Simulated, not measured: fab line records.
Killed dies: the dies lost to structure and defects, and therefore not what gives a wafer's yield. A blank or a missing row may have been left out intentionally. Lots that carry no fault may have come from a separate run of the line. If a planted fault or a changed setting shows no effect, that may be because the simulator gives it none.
fab line records	flow n5_finfet	part 2 of 2: steps 4 to 6 of 6
[record] lots = 20	wafers = 60	last_day = 17
route steps=1938 shown GATE_CUT@498 MOL_CONTACT_COAG@530
lots that met no fault: from a run of the same line without faults
start_h: the number of hours between the record's first day and the start of the first shown wafer of the lot	wait_h: hours elapsed since this lot's preceding step	" unchanged from the row above	L1.1+2: a single row standing in for several wafers	- either no value or no given start	* or withheld: withheld	< > ~ a bound
route shown NAME@n: NAME is a module with steps in the file, n the number in the route of the first one	usual: mean/standard deviation taken from wafers without a fault	same: alike in all rows	chamber/n: place in a boat	sites: per-site readings	_std_site: standard deviation across them	_edge_site: outer sites' mean less inner sites'	radius_mm: how far each site lies from the wafer's centre	mask NAME#n: copy n	behind: the last tool/chamber to shape the wafer	hold: the reason the lot was held/the length of the hold in hours/how it ended	device: whichever transistor did not switch (one of n, p or np)	end of line: tests of these same wafers at the route's end	step lacking rows: just its recipe	killed: dies that structure and defects cost at the first sort, which is not the same as the wafer's yield	map: a wafer's dies, x killed, . not, _ none there
set.NAME: the setting the step ran with; set.NAME@STEP: the setting that earlier step ran with	model.NAME: the simulator's own value behind a step, which no gauge read
route steps across a sampled set of lots; one table per step, one row per wafer
services: the hour from which a tool's chamber was out of use, counted from the record's first day as start_h (under 0 if before that day), plus the number of hours and why
[[steps]]
[step N5_GATE_CUT_CMP_23]
[recipe] stop_on = SiO2	t_overpolish_s = 23.4	post_cmp_clean = alkaline_brush	down_force_psi = 2.5	platen_rpm = 51.8	pad_velocity_m_s = 1.0307	target_thk_nm = 16
[usual] edge_zone_pressure_frac = 0.999/0.0053	motor_current_A = 9.4/1.3	overpolish_run_s = 23.400/0.0091	pad_life_wafers = 1130/450	slurry_flow_ml_min = 150.0/0.45	time_to_endpoint_s = 17.7/2.8
lot.wafer	tool	chamber	start_h	wait_h	edge_zone_pressure_frac	motor_current_A	overpolish_run_s	pad_life_wafers	slurry_flow_ml_min	time_to_endpoint_s
L074.2	cmp-01	2	92.05	0.8	1.001	10.1	23.401	1292	149.1	18.5
L074.6	"	0	"	"	0.997	7.8	23.386	-	150.1	13.3
L074.5	"	1	"	"	1.003	10.2	23.395	-	149.6	16.1
L075.2	cmp-03	2	94.57	0.9	1.000	8.5	23.419	483	149.5	19.1
L075.6	"	3	"	"	0.990	12.2	23.387	-	149.5	12.5
L075.5	"	0	"	"	0.996	9.9	23.393	-	149.5	16.2
L076.4	cmp-03	0	102.95	0.8	1.001	9.8	23.400	558	150.6	17.6
L076.1	"	2	"	"	1.001	8.8	23.402	560	149.6	17.2
L076.6	"	0	"	"	1.002	10.0	23.407	-	150.5	14.4
L077.1	cmp-01	3	105.29	0.8	1.001	9.5	23.401	1406	149.8	21.5
L077.4	"	0	"	"	1.005	7.8	23.413	1407	150.5	11.9
L077.5	"	1	"	"	1.002	9.7	23.398	-	149.6	15.1
L078.1	cmp-01	1	111.66	0.8	1.009	9.1	23.409	1441	149.7	15.5
L078.3	"	2	"	"	1.001	10.0	23.400	1442	150.4	18.7
L078.2	"	3	"	"	1.007	9.4	23.416	1443	150.5	20.5
L079.4	cmp-03	2	119.40	0.8	1.006	8.7	23.398	703	150.2	18.6
L079.2	"	0	"	"	1.000	9.8	23.394	705	149.7	15.2
L079.6	"	1	"	"	0.994	7.6	23.384	-	150.5	16.6
L080.4	cmp-01	1	121.38	0.8	1.004	9.6	23.411	1458	150.1	14.7
L080.2	"	2	"	"	1.003	10.1	23.387	1459	149.7	19.7
L080.5	"	1	"	"	1.003	9.8	23.400	-	150.7	16.0
L081.4	cmp-03	1	129.03	0.8	1.004	7.1	23.396	793	148.9	17.7
L081.1	"	2	"	"	1.006	8.5	23.393	794	149.7	19.1
L081.5	"	1	"	"	1.004	7.6	23.394	-	149.6	20.9
L082.1	cmp-03	1	134.13	0.9	1.001	8.2	23.389	841	149.6	15.6
L082.4	"	2	"	"	1.002	9.0	23.394	842	149.7	17.5
L082.5	"	1	"	"	1.000	7.4	23.400	-	149.2	14.3
L083.1	cmp-01	2	141.51	0.8	0.998	10.1	23.418	1621	150.3	18.1
L083.4	"	3	"	"	0.988	10.0	23.407	1622	150.6	19.6
L083.5	"	2	"	"	1.002	10.6	23.392	-	150.0	19.1
L084.1	cmp-03	2	145.53	0.8	0.991	8.5	23.403	960	150.3	15.6
L084.2	"	3	"	"	1.000	11.6	23.411	961	150.0	14.4
L084.5	"	3	"	"	0.997	11.1	23.411	-	149.5	15.2
L087.4	cmp-01	3	164.72	0.8	1.001	9.4	23.389	1813	150.2	22.0
L087.1	"	1	"	"	1.014	9.9	23.398	1815	150.0	18.0
L087.6	"	2	"	"	0.998	9.3	23.402	-	149.9	17.8
L088.4	cmp-02	0	171.78	0.8	1.002	10.2	23.403	1135	150.0	18.2
L088.1	"	1	"	"	1.004	9.8	23.415	1136	150.8	25.9
L088.5	"	3	"	"	1.003	8.5	23.396	-	149.8	17.1
L089.2	cmp-03	3	178.08	0.8	0.989	12.4	23.393	1219	150.2	18.2
L089.4	"	1	"	"	1.003	8.1	23.397	1221	149.9	17.3
L089.6	"	2	"	"	1.000	8.6	23.404	-	150.3	18.3
L090.2	cmp-02	2	180.59	0.8	0.991	10.6	23.408	1237	150.3	19.2
L090.3	"	3	"	"	0.997	8.3	23.406	1238	149.6	17.6
L090.6	"	2	"	"	0.994	10.5	23.397	-	150.6	17.0
L091.1	cmp-03	1	189.14	0.8	0.997	7.7	23.399	1308	150.1	20.5
L091.3	"	2	"	"	0.998	8.5	23.409	1309	149.9	20.6
L091.6	"	1	"	"	1.000	7.6	23.395	-	149.9	19.0
L093.2	cmp-02	0	202.12	0.8	1.005	10.4	23.399	1410	150.3	17.2
L093.3	"	2	"	"	0.992	10.3	23.398	1412	149.7	16.6
L093.5	"	1	"	"	0.991	9.8	23.391	-	149.6	22.4
L094.1	cmp-03	1	208.34	0.8	1.005	7.2	23.407	1442	150.4	20.8
L094.4	"	2	"	"	1.004	8.6	23.396	1443	150.0	19.3
L094.5	"	3	"	"	1.005	11.8	23.392	-	150.2	16.3
L096.3	cmp-01	2	219.09	0.8	0.995	10.2	23.384	122	149.4	19.3
L096.2	"	3	"	"	0.998	10.2	23.396	123	149.5	22.4
L096.5	"	1	"	"	1.000	10.1	23.412	-	149.8	17.3
L097.3	cmp-01	1	226.20	0.8	1.002	9.8	23.394	168	150.4	18.1
L097.2	"	3	"	"	1.013	9.3	23.387	170	150.8	23.0
L097.1	"	0	"	"	0.997	7.8	23.393	171	149.7	15.2
[step N5_MOL_CONTACT_COAG_ETCH_59]
[recipe] chemistry = N2/H2	target = underlayer	target_depth_a = 130	mask_material = CAR-EUV	time_s = 10.4	ion_energy_ev = 200	pressure_mtorr = 30	source_w = 840	bias_w = 150	n2_flow_sccm = 200	h2_flow_sccm = 200	ends = cleared
[usual] bias_w = 150.0/0.44	drypump_motor_current_A = 5.6/0.4	etch_rf_on_time_s = 10.28/0.26	oes_product_au = 0.68/0.082	rf_vpp_V = 523.2/1.8	showerhead_plenum_p_Torr = 2.51/0.057	throttle_valve_pct = 17.7/0.31
lot.wafer	tool	chamber	start_h	wait_h	bias_w	drypump_motor_current_A	etch_rf_on_time_s	oes_product_au	rf_hours_counter_h	rf_vpp_V	showerhead_plenum_p_Torr	throttle_valve_pct
L074.2	rie_diel-01	0	93.57	0.0	149.2	5.8	9.90	0.65	183	520.3	2.42	17.7
L074.5	"	0	"	"	149.5	5.7	9.94	0.65	-	521.6	2.42	17.7
L074.6	"	2	"	"	149.9	5.9	10.19	0.58	-	522.2	2.52	18.0
L075.2	rie_diel-03	0	96.32	0.0	150.3	6.4	10.61	0.63	154	523.1	2.53	17.8
L075.5	"	1	"	"	150.3	5.1	10.02	0.59	-	525.2	2.59	18.1
L075.6	"	0	"	"	149.9	6.4	10.69	0.62	-	524.6	2.53	17.8
L076.1	rie_diel-03	1	104.88	0.0	150.0	5.1	10.10	0.60	247	524.1	2.59	18.1
L076.4	"	2	"	"	150.1	5.7	9.96	0.86	3	526.1	2.60	17.3
L076.6	"	0	"	"	149.9	6.4	10.50	0.63	-	522.4	2.53	17.8
L077.1	rie_diel-04	1	106.75	0.0	149.8	5.4	10.17	0.83	1	522.0	2.50	17.7
L077.4	"	1	"	"	150.4	5.4	10.27	0.84	-	523.5	2.50	17.8
L077.5	"	2	"	"	150.2	5.5	10.24	0.74	-	521.8	2.47	17.3
L078.1	rie_diel-03	0	113.37	0.0	149.8	6.4	10.42	0.64	160	523.8	2.53	17.8
L078.2	"	3	"	"	149.7	5.4	10.37	0.60	206	523.2	2.53	18.3
L078.3	"	1	"	"	150.2	5.1	9.99	0.59	249	526.8	2.59	18.1
L079.2	rie_diel-04	3	121.69	0.0	150.5	4.9	10.93	0.65	146	520.9	2.46	18.0
L079.4	"	2	"	"	149.2	5.4	10.13	0.73	38	522.2	2.46	17.3
L079.6	"	3	"	"	149.2	4.9	10.95	0.65	-	522.7	2.46	18.0
L080.2	rie_diel-01	3	123.21	0.0	150.0	5.3	10.16	0.62	166	527.0	2.63	17.8
L080.4	"	0	"	"	150.4	5.8	9.92	0.64	194	519.0	2.41	17.7
L080.5	"	1	"	"	149.8	5.7	10.05	0.75	-	524.8	2.58	17.2
L081.1	rie_diel-04	2	130.49	0.0	149.3	5.5	10.25	0.73	41	522.2	2.46	17.3
L081.4	"	0	"	"	149.9	6.0	10.27	0.62	215	523.4	2.48	17.6
L081.5	"	1	"	"	149.5	5.4	10.18	0.80	-	523.4	2.49	17.8
L082.1	rie_diel-03	0	135.60	0.0	150.2	6.4	10.64	0.62	170	523.0	2.52	17.8
L082.4	"	0	"	"	150.1	6.4	10.74	0.61	-	523.4	2.52	17.8
L082.5	"	2	"	"	150.3	5.6	10.26	0.81	-	526.1	2.60	17.3
L083.1	rie_diel-03	2	143.21	0.0	149.7	5.6	10.20	0.80	18	524.9	2.60	17.3
L083.4	"	1	"	"	151.3	5.1	9.89	0.83	1	525.2	2.59	17.7
L083.5	"	1	"	"	150.5	5.1	9.89	0.84	-	526.3	2.59	17.7
L084.1	rie_diel-04	3	147.15	0.0	150.0	4.9	10.87	0.65	155	521.7	2.46	18.0
L084.2	"	0	"	"	149.8	6.1	10.12	0.62	220	521.4	2.48	17.6
L084.5	"	2	"	"	150.2	5.5	10.19	0.72	-	520.4	2.46	17.3
L087.1	rie_diel-01	1	166.51	0.0	150.8	5.7	10.18	0.73	56	524.9	2.57	17.2
L087.4	"	2	"	"	150.3	5.9	10.22	0.83	4	523.4	2.51	17.6
L087.6	"	0	"	"	149.8	5.7	10.03	0.63	-	519.3	2.41	17.7
L088.1	rie_diel-03	0	173.23	0.0	150.2	6.4	10.49	0.61	184	522.5	2.52	17.9
L088.4	"	3	"	"	149.7	5.4	10.36	0.59	230	523.1	2.52	18.3
L088.5	"	3	"	"	150.2	5.4	10.38	0.59	-	522.9	2.52	18.3
L089.2	rie_diel-04	3	179.68	0.0	150.9	4.9	10.91	0.64	166	520.5	2.45	18.0
L089.4	"	2	"	"	149.4	5.5	10.37	0.70	59	521.1	2.46	17.3
L089.6	"	0	"	"	150.4	6.0	10.25	0.61	-	523.8	2.48	17.7
L090.2	rie_diel-04	1	182.05	0.0	149.5	5.4	10.06	0.78	28	522.8	2.49	17.8
L090.3	"	2	"	"	150.0	5.5	10.11	0.72	59	522.3	2.46	17.3
L090.6	"	0	"	"	149.8	6.1	10.10	0.62	-	523.4	2.48	17.7
L091.1	rie_diel-03	2	190.63	0.0	150.0	5.6	10.20	0.77	34	526.1	2.59	17.3
L091.3	"	3	"	"	150.2	5.4	10.35	0.58	236	522.6	2.52	18.3
L091.6	"	3	"	"	150.8	5.4	10.42	0.59	-	523.5	2.52	18.4
L093.2	rie_diel-04	2	203.61	0.0	150.4	5.5	10.31	0.70	66	522.9	2.45	17.3
L093.3	"	1	"	"	150.1	5.4	10.10	0.76	36	521.2	2.48	17.8
L093.5	"	0	"	"	150.7	6.1	10.33	0.61	-	523.1	2.47	17.7
L094.1	rie_diel-04	1	209.76	0.0	151.2	5.4	10.18	0.75	38	521.0	2.48	17.8
L094.4	"	2	"	"	149.5	5.5	10.26	0.69	69	522.0	2.45	17.3
L094.5	"	1	"	"	150.5	5.4	10.19	0.76	-	521.5	2.48	17.8
L096.2	rie_diel-04	1	223.42	0.0	150.1	5.4	10.24	0.75	43	522.5	2.48	17.8
L096.3	"	2	"	"	150.7	5.5	10.20	0.69	73	522.8	2.45	17.3
L096.5	"	0	"	"	149.8	6.0	10.19	0.60	-	522.6	2.47	17.7
L097.1	rie_diel-01	1	227.85	0.0	149.6	5.7	10.14	0.71	77	524.1	2.57	17.3
L097.2	"	3	"	"	150.0	5.3	10.40	0.59	202	525.5	2.62	17.8
L097.3	"	2	"	"	150.3	5.9	10.53	0.77	25	521.9	2.50	17.6
[step N5_MOL_CONTACT_COAG_CD_MEAS_99]
[recipe] target_cd_nm = 17.2	polarity = opening
[usual] cd_nm = 17.2/0.41
lot.wafer	tool	chamber	start_h	wait_h	cd_nm
L074.2	cd_sem-03	-	93.94	-	18.0
L074.5	"	-	"	"	18.4
L074.6	"	-	"	"	16.9
L075.2	cd_sem-02	-	96.68	-	16.8
L075.5	"	-	"	"	18.0
L075.6	"	-	"	"	16.8
L076.1	cd_sem-01	-	105.24	-	17.2
L076.4	"	-	"	"	17.8
L076.6	"	-	"	"	17.6
L077.1	cd_sem-02	-	107.11	-	16.5
L077.4	"	-	"	"	16.8
L077.5	"	-	"	"	16.6
L078.1	cd_sem-03	-	113.73	-	16.8
L078.2	"	-	"	"	17.0
L078.3	"	-	"	"	17.4
L079.2	cd_sem-02	-	122.05	-	17.3
L079.4	"	-	"	"	16.8
L079.6	"	-	"	"	17.2
L080.2	cd_sem-02	-	123.57	-	17.5
L080.4	"	-	"	"	17.6
L080.5	"	-	"	"	17.6
L081.1	cd_sem-02	-	130.85	-	17.6
L081.4	"	-	"	"	17.2
L081.5	"	-	"	"	17.4
L082.1	cd_sem-03	-	135.96	-	17.7
L082.4	"	-	"	"	18.0
L082.5	"	-	"	"	18.3
L083.1	cd_sem-03	-	143.57	-	17.4
L083.4	"	-	"	"	16.9
L083.5	"	-	"	"	17.4
L084.1	cd_sem-03	-	147.51	-	17.4
L084.2	"	-	"	"	17.4
L084.5	"	-	"	"	16.8
L087.1	cd_sem-01	-	166.87	-	17.6
L087.4	"	-	"	"	17.4
L087.6	"	-	"	"	17.3
L088.1	cd_sem-03	-	173.59	-	16.6
L088.4	"	-	"	"	16.7
L088.5	"	-	"	"	17.2
L089.2	cd_sem-01	-	180.04	-	17.5
L089.4	"	-	"	"	17.0
L089.6	"	-	"	"	17.3
L090.2	cd_sem-02	-	182.41	-	17.1
L090.3	"	-	"	"	16.7
L090.6	"	-	"	"	17.3
L091.1	cd_sem-03	-	190.99	-	17.5
L091.3	"	-	"	"	16.8
L091.6	"	-	"	"	16.7
L093.2	cd_sem-01	-	203.97	-	17.5
L093.3	"	-	"	"	17.0
L093.5	"	-	"	"	17.1
L094.1	cd_sem-01	-	210.12	-	17.0
L094.4	"	-	"	"	16.7
L094.5	"	-	"	"	16.8
L096.2	cd_sem-03	-	223.78	-	16.9
L096.3	"	-	"	"	17.1
L096.5	"	-	"	"	17.0
L097.1	cd_sem-02	-	228.21	-	16.8
L097.2	"	-	"	"	17.1
L097.3	"	-	"	"	16.8
[[services]]
tool	chamber	start_h	hours	kind
rie_diel-04	1	65.99	7.4	repair
rie_diel-04	2	76.84	9.3	repair
rie_diel-06	2	78.18	2.0	repair
rie_metal-01	-	86.54	1.4	repair
rie_diel-01	3	88.38	7.8	repair
rie_diel-04	3	90.75	21.3	repair
rie_diel-02	3	92.77	4.0	repair
cmp-01	-	96.48	1.3	repair
rie_metal-03	-	99.43	1.4	pm
cmp-01	-	108.08	1.0	repair
cmp-01	-	114.21	6.9	pm
rie_diel-06	3	114.49	7.7	repair
rie_diel-05	1	130.42	3.7	repair
cmp-03	-	133.53	0.3	repair
rie_diel-01	0	134.94	7.9	repair
rie_metal-02	-	141.79	1.4	pm
cmp-02	-	159.64	3.0	repair
cmp-01	-	181.28	0.8	repair
rie_diel-03	1	188.21	2.4	repair
rie_diel-02	3	192.97	4.2	repair
cmp-01	-	199.65	4.0	pm
rie_diel-01	1	202.82	3.8	repair
rie_metal-02	-	212.04	0.4	repair
rie_diel-04	3	218.89	32.8	repair
